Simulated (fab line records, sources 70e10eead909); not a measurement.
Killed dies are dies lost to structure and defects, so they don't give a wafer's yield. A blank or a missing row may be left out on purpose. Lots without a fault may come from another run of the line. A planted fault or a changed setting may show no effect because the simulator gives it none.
One fault seen from 2 desks | flow nand_harc | each desk has only its own numbers; what lay behind them comes last

THE DEFECT DESK
What the inspections along the route counted, lot by lot: means of the sampled wafers that have a number. A lot is out of limits, marked OUT, if its mean lies more than 4 standard deviations from the usual mean; the brackets give that distance.
Columns: A = raw_defect_count at NHARC_A_M1_INSPECT_27, usual 460
lot  | first seen here | A
L577 | day 18 00:56    | 464
L576 | day 18 11:26    | 577
L580 | day 18 12:20    | 591
L581 | day 18 15:16    | 561
L583 | day 19 20:44    | 316
L584 | day 20 04:25    | 452
L582 | day 20 11:40    | 353
L591 | day 21 18:32    | 465
L594 | day 22 01:08    | 428
L597 | day 22 22:18    | 333
L596 | day 23 00:23    | 534
L598 | day 23 10:24    | 416
L599 | day 23 16:29    | 349
This desk's finding: nothing out of limits on any of the 13 lots.

THE TOOL OWNER'S DESK: rie_diel-10
The tool's own readings at NHARC_THIN_TSV_ETCHBACK_48 (etches the open film in C4F8/Ar, target depth 1028.5 nm, time 405.17 s): means of the sampled wafers that have a number, for each lot that ran on this tool. A lot is out of limits, marked OUT, if its mean lies more than 4 standard deviations from the usual mean; the brackets give that distance.
Columns: A = chamber_pressure_mTorr at NHARC_THIN_TSV_ETCHBACK_48, usual 24.999 mTorr; B = oes_product_au at NHARC_THIN_TSV_ETCHBACK_48, usual 0.95 a.u.; C = rf_vpp_V at NHARC_THIN_TSV_ETCHBACK_48, usual 546.8 V; D = run_length_s at NHARC_THIN_TSV_ETCHBACK_48, usual 426.5 s
lot  | first seen here | A      | B    | C     | D
L577 | day 18 19:03    | 24.995 | 0.92 | 547.5 | 426.8
L580 | day 19 09:36    | 24.997 | 0.92 | 546.4 | 426.3
L584 | day 21 01:23    | 24.984 | 0.99 | 546.3 | 394.4 (-59) OUT
L598 | day 24 05:44    | 24.990 | 0.99 | 545.5 | 427.1
This desk's finding: out of limits on L584; first on L584, day 21 01:23 (run_length_s at NHARC_THIN_TSV_ETCHBACK_48). In limits: L577, L580, L598.

PUT TOGETHER
The tool owner's desk could have raised an alarm at day 21 01:23, on L584.
The defect desk saw nothing out of limits.
The defect desk has L584 on record, within its limits.
Of the lots named, all ran NHARC_THIN_TSV_ETCHBACK_48 on rie_diel-10.

WHAT THE SIMULATOR HAD PUT IN
Process parameter drift: rie_diel-10, from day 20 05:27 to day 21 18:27, at NHARC_THIN_TSV_ETCHBACK_48. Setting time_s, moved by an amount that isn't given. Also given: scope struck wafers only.
Lots struck among those shown: L584.
Hours from the fault's start to each desk's first reading out of limits: the tool owner's desk, 20.
